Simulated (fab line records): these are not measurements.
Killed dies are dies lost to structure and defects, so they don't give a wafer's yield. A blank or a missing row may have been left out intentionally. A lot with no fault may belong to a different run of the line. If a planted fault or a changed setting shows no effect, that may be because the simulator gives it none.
Matching of chambers :: flow n5Finfet :: rieDiel-06 running N5_GATE_CUT_ETCH_37: 4 sister chambers
The step etches SOC in N2/H2, target depth 60 nm, overetch 12 nm, time 90 s. 8 wafers are shown with their chamber, then 10 later ones without.

== WAFERS WITH THEIR CHAMBER ==
wafer: L084.1
chamber: 3
throttleValvePct (%): 18.09
drypumpMotorCurrentA (A): 5.3

wafer: L084.2
chamber: 0
throttleValvePct (%): 18.12
drypumpMotorCurrentA (A): 5.7

wafer: L084.3
chamber: 1
throttleValvePct (%): 17.42
drypumpMotorCurrentA (A): 5.5

wafer: L086.1
chamber: 3
throttleValvePct (%): 18.11
drypumpMotorCurrentA (A): 5.2

wafer: L086.2
chamber: 1
throttleValvePct (%): 17.43
drypumpMotorCurrentA (A): 5.5

wafer: L086.4
chamber: 2
throttleValvePct (%): 18.09
drypumpMotorCurrentA (A): 6.2

wafer: L088.1
chamber: 0
throttleValvePct (%): 18.15
drypumpMotorCurrentA (A): 5.7

wafer: L088.3
chamber: 2
throttleValvePct (%): 18.09
drypumpMotorCurrentA (A): 6.2

== WAFERS WHOSE CHAMBER IS MISSING ==
wafer: L088.4
throttleValvePct (%): 17.45
drypumpMotorCurrentA (A): 5.5

wafer: L089.1
throttleValvePct (%): 18.11
drypumpMotorCurrentA (A): 5.3

wafer: L089.3
throttleValvePct (%): 17.43
drypumpMotorCurrentA (A): 5.5

wafer: L089.6
throttleValvePct (%): 18.13
drypumpMotorCurrentA (A): 5.3

wafer: L094.1
throttleValvePct (%): 18.13
drypumpMotorCurrentA (A): 5.3

wafer: L094.2
throttleValvePct (%): 17.46
drypumpMotorCurrentA (A): 5.5

wafer: L094.5
throttleValvePct (%): 17.69
drypumpMotorCurrentA (A): 5.6

wafer: L095.2
throttleValvePct (%): 17.69
drypumpMotorCurrentA (A): 5.6

wafer: L095.3
throttleValvePct (%): 18.12
drypumpMotorCurrentA (A): 5.2

wafer: L095.4
throttleValvePct (%): 17.47
drypumpMotorCurrentA (A): 5.5

== WHICH CHAMBER EACH ONE RAN IN ==
wafer: L088.4
from the rows above: 1
in truth: 1

wafer: L089.1
from the rows above: 3
in truth: 3

wafer: L089.3
from the rows above: 1
in truth: 1

wafer: L089.6
from the rows above: 3
in truth: 3

wafer: L094.1
from the rows above: 3
in truth: 3

wafer: L094.2
from the rows above: 1
in truth: 1

wafer: L094.5
from the rows above: 1
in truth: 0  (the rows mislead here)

wafer: L095.2
from the rows above: 1
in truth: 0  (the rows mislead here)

wafer: L095.3
from the rows above: 3
in truth: 3

wafer: L095.4
from the rows above: 1
in truth: 1
Placed correctly: 8 of 10. Not placeable from these rows: 0. Wrongly placed: 2.
How it was worked out, from the rows above alone: a wafer's distance from a chamber is the root of the sum, over the readings, of the square of ((its reading less the chamber's mean) divided by the reading's scatter). If the next closest chamber is less than 2 further off than the closest, the wafer can't be placed; otherwise it belongs to the closest. The mean given for a chamber averages the wafers shown for that chamber. The scatter: take each reading less its chamber's mean, square it, sum over the shown wafers, divide by the number of wafers less the number of chambers, and take the root.
